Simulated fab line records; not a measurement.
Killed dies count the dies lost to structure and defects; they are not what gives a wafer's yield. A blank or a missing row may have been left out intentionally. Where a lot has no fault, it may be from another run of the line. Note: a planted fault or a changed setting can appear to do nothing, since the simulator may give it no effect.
What tool caused it?    flow n5 finfet    72 wafers from 24 lots sampled at 5 of the route's 1938 steps

== WHAT EACH GAUGE READ, for each wafer ==
N5_ILD0_THK_MEAS_08.
lot   measured     on             thk nm (nm)
L074  day 3 16:14  film metro-01  139.7 139.9 139.8
L075  day 3 22:55  film metro-02  136.6 140.8 138.8
L076  day 4 03:13  film metro-01  140.6 139.2 139.6
L077  day 4 09:56  film metro-01  140.5 139.1 140.8
L078  day 4 17:37  film metro-01  138.0 139.7 137.9
L079  day 5 04:49  film metro-01  138.1 138.7 139.5
L080  day 5 05:37  film metro-02  137.6 137.6 139.6
L081  day 5 13:38  film metro-02  138.8 137.5 141.1
L082  day 5 15:06  film metro-02  138.6 140.4 139.5
L083  day 5 21:19  film metro-02  137.9 140.4 140.0
L084  day 6 02:12  film metro-01  139.2 136.3 140.5
L085  day 6 09:52  film metro-02  140.1 141.9 141.3
L086  day 6 15:59  film metro-01  136.9 138.9 138.0
L087  day 6 19:23  film metro-02  139.7 140.2 140.5
L088  day 7 05:11  film metro-02  140.4 139.2 141.3
L089  day 7 15:16  film metro-01  137.6 139.3 139.9
L090  day 7 23:12  film metro-02  141.1 138.6 139.5
L092  day 8 01:24  film metro-01  139.2 140.7 139.6
L091  day 8 02:18  film metro-01  138.0 135.9 138.6
L093  day 8 08:49  film metro-02  137.3 138.9 137.9
L094  day 8 19:10  film metro-01  141.0 141.8 141.4
L095  day 9 04:38  film metro-02  139.4 137.5 140.7
L097  day 9 16:54  film metro-02  140.8 138.4 139.9
L096  day 9 19:36  film metro-02  138.0 140.6 140.0

N5_SDB_OVL_MEAS_12.
lot   measured     on          SDB_OVL (nm)
L074  day 3 20:10  overlay-02  -0.2 1.1 -0.6
L075  day 4 02:40  overlay-02  0.2 0.0 -0.7
L076  day 4 07:14  overlay-02  -1.0 -0.2 -0.3
L077  day 4 13:34  overlay-02  -1.6 0.2 -0.4
L078  day 4 22:16  overlay-02  -0.6 -0.6 0.3
L079  day 5 08:27  overlay-01  0.1 0.3 -0.2
L080  day 5 09:26  overlay-02  -0.7 0.9 0.5
L081  day 5 18:07  overlay-01  0.7 0.7 0.5
L082  day 5 19:22  overlay-01  0.2 -0.1 0.3
L083  day 6 01:04  overlay-02  0.4 1.0 0.7
L084  day 6 05:58  overlay-01  -0.2 -0.9 0.4
L085  day 6 13:36  overlay-02  0.5 0.2 0.4
L086  day 6 19:47  overlay-02  -0.4 -1.1 -0.3
L087  day 6 23:08  overlay-02  -0.5 -0.1 -0.5
L088  day 7 08:50  overlay-01  -0.4 0.5 0.4
L089  day 7 18:55  overlay-01  1.5 1.0 1.0
L090  day 8 02:52  overlay-01  -0.6 1.6 0.3
L092  day 8 05:12  overlay-02  0.0 0.8 1.3
L091  day 8 06:04  overlay-01  2.0 0.8 1.7
L093  day 8 12:47  overlay-02  0.0 -0.3 0.4
L094  day 8 22:55  overlay-02  -0.2 -0.6 -0.4
L095  day 9 08:24  overlay-01  -0.2 0.4 0.6
L097  day 9 20:34  overlay-01  0.0 -0.6 0.0
L096  day 9 23:37  overlay-02  -0.7 -0.1 -0.5

N5_SDB_THK_MEAS_31.
lot   measured      on             SDB_THK (nm)
L074  day 4 00:26   film metro-01  65.4 65.6 65.2
L075  day 4 06:50   film metro-01  64.8 65.2 64.3
L076  day 4 11:07   film metro-02  63.4 64.2 64.0
L077  day 4 17:55   film metro-02  63.6 64.6 63.4
L078  day 5 02:16   film metro-02  63.4 65.3 63.3
L079  day 5 15:20   film metro-01  64.8 65.3 65.0
L080  day 5 17:01   film metro-01  65.0 65.8 64.2
L081  day 5 22:31   film metro-02  65.1 65.7 65.9
L082  day 5 23:29   film metro-01  64.0 64.2 63.5
L083  day 6 06:07   film metro-02  65.3 65.6 65.3
L084  day 6 09:53   film metro-02  64.6 63.2 63.8
L085  day 6 17:29   film metro-02  63.7 64.0 62.7
L086  day 6 23:44   film metro-02  64.5 65.1 63.5
L087  day 7 03:25   film metro-01  63.9 63.3 64.7
L088  day 7 12:44   film metro-01  63.3 64.5 64.7
L089  day 7 22:47   film metro-01  62.3 63.4 62.0
L090  day 8 06:44   film metro-01  62.2 62.8 62.5
L092  day 8 10:23   film metro-01  65.4 65.5 66.0
L091  day 8 10:55   film metro-01  65.0 64.2 65.1
L093  day 8 17:11   film metro-02  64.3 65.4 66.3
L094  day 9 03:05   film metro-02  63.9 63.6 64.6
L095  day 9 12:55   film metro-02  64.5 63.7 64.0
L097  day 10 00:27  film metro-02  65.6 65.3 64.8
L096  day 10 03:48  film metro-02  63.5 62.8 65.1

N5_HKMG_FIN_CD_MEAS_49: the cd target is 202 nm.
lot   measured      on         cd nm (nm)
L074  day 4 02:04   cd sem-02  201.2 202.0 201.5
L075  day 4 08:35   cd sem-03  202.3 202.7 202.3
L076  day 4 12:41   cd sem-01  201.1 201.6 200.0
L077  day 4 19:35   cd sem-03  200.9 201.8 201.6
L078  day 5 03:42   cd sem-02  201.6 201.9 202.0
L079  day 5 17:11   cd sem-01  201.6 202.2 201.7
L080  day 5 18:35   cd sem-01  202.7 202.0 202.0
L081  day 6 00:11   cd sem-02  202.9 201.4 201.6
L082  day 6 01:01   cd sem-01  201.5 200.9 200.4
L083  day 6 07:50   cd sem-03  202.9 203.6 203.6
L084  day 6 11:34   cd sem-01  201.2 201.3 200.2
L085  day 6 19:02   cd sem-02  201.5 201.6 201.2
L086  day 7 01:11   cd sem-01  202.0 202.3 201.5
L087  day 7 04:58   cd sem-03  201.4 201.6 201.6
L088  day 7 14:11   cd sem-02  201.5 202.0 201.6
L089  day 8 00:21   cd sem-01  201.6 201.7 202.0
L090  day 8 08:18   cd sem-03  201.5 202.3 201.9
L092  day 8 12:02   cd sem-01  201.9 201.0 201.6
L091  day 8 12:20   cd sem-03  202.5 202.0 202.0
L093  day 8 18:45   cd sem-02  202.2 202.8 201.6
L094  day 9 04:39   cd sem-03  201.3 201.0 201.0
L095  day 9 14:35   cd sem-03  200.6 201.6 200.9
L097  day 10 02:02  cd sem-02  202.0 202.2 201.8
L096  day 10 05:14  cd sem-01  202.2 202.5 203.1

== TOOL THAT RAN EACH LOT (tool first, then ch and the chambers of the sampled wafers, then the start) ==
lot   N5_SDB_HM_DEP_00
L074  pecvd-04 ch 0,1,2, day 3 19:42
L075  pecvd-04 ch 0,1, day 4 02:11
L076  pecvd-03 ch 1,2, day 4 06:45
L077  pecvd-03 ch 1,2, day 4 13:12
L078  pecvd-03 ch 1,2, day 4 21:47
L079  pecvd-04 ch 0,2, day 5 08:06
L080  pecvd-04 ch 0,1, day 5 09:04
L081  pecvd-02 ch 0,1, day 5 17:46
L082  pecvd-03 ch 0,1, day 5 18:53
L083  pecvd-03 ch 0,1,2, day 6 00:35
L084  pecvd-03 ch 1,2, day 6 05:29
L085  pecvd-04 ch 1,2, day 6 13:14
L086  pecvd-03 ch 1,2, day 6 19:17
L087  pecvd-04 ch 0,1,2, day 6 22:40
L088  pecvd-04 ch 1,2, day 7 08:28
L089  pecvd-02 ch 0,1, day 7 18:32
L090  pecvd-02 ch 1,2, day 8 02:31
L092  pecvd-02 ch 1,2, day 8 04:41
L091  pecvd-03 ch 0,1,2, day 8 05:35
L093  pecvd-03 ch 1,2, day 8 12:19
L094  pecvd-04 ch 0,1, day 8 22:26
L095  pecvd-03 ch 0,1,2, day 9 07:54
L097  pecvd-04 ch 0,2, day 9 20:12
L096  pecvd-04 ch 0,1, day 9 23:07
- N5_SDB_HM_DEP_00: deposits SiNx from SiH4/NH3/N2, target thk 40 nm, time 35.3 s.

== WHAT THE TOOLS THEMSELVES READ (means of the sampled wafers that have a number; where no wafer has one, the mark that the record gives instead) ==
N5_SDB_HM_DEP_00.
lot   tool      heater power w (W)  showerhead plenum p Torr (Torr)  throttle valve pct (%)
L074  pecvd-04  694                 5.12                             39.4
L075  pecvd-04  756                 5.13                             40.1
L076  pecvd-03  803                 5.20                             39.6
L077  pecvd-03  802                 5.19                             39.6
L078  pecvd-03  854                 5.22                             38.3
L079  pecvd-04  592                 5.10                             38.6
L080  pecvd-04  785                 5.15                             40.3
L081  pecvd-02  931                 5.15                             39.7
L082  pecvd-03  639                 5.19                             39.7
L083  pecvd-03  778                 5.21                             38.4
L084  pecvd-03  868                 5.22                             38.3
L085  pecvd-04  674                 5.14                             39.7
L086  pecvd-03  752                 5.19                             39.7
L087  pecvd-04  707                 5.11                             39.4
L088  pecvd-04  673                 5.15                             39.8
L089  pecvd-02  862                 5.15                             40.2
L090  pecvd-02  861                 5.15                             39.0
L092  pecvd-02  870                 5.16                             39.1
L091  pecvd-03  816                 5.21                             38.4
L093  pecvd-03  812                 5.19                             39.7
L094  pecvd-04  703                 5.12                             40.1
L095  pecvd-03  737                 5.20                             38.6
L097  pecvd-04  711                 5.09                             39.3
L096  pecvd-04  781                 5.12                             40.2

== THE ANSWER, worked out from the rows above alone ==
Rule: the usual values come from the lots themselves. Put in order of their means at a reading, lots are off if they are a third of the lots or fewer, leave a main group of 4 or more, and stand apart from it by a gap of 3 or more times the standard deviation of the main group's means; of several such gaps the widest counts. Not used: any main group whose means are identical at the precision the tables above print for the reading. Also off: a lot with no number at a reading for which 4 or more lots have one. The other lots that the step has rows for count as sound. The gauges are gone through in route order, then the tools' own readings, and for those a lot's mean is taken as printed above. At the first step where some lot is off, the reading lying furthest off is the one used; lots without a number count as furthest.
No lot is off at any reading shown: from this, nothing can be told.

== WHAT THE SIMULATOR HAD INSERTED ==
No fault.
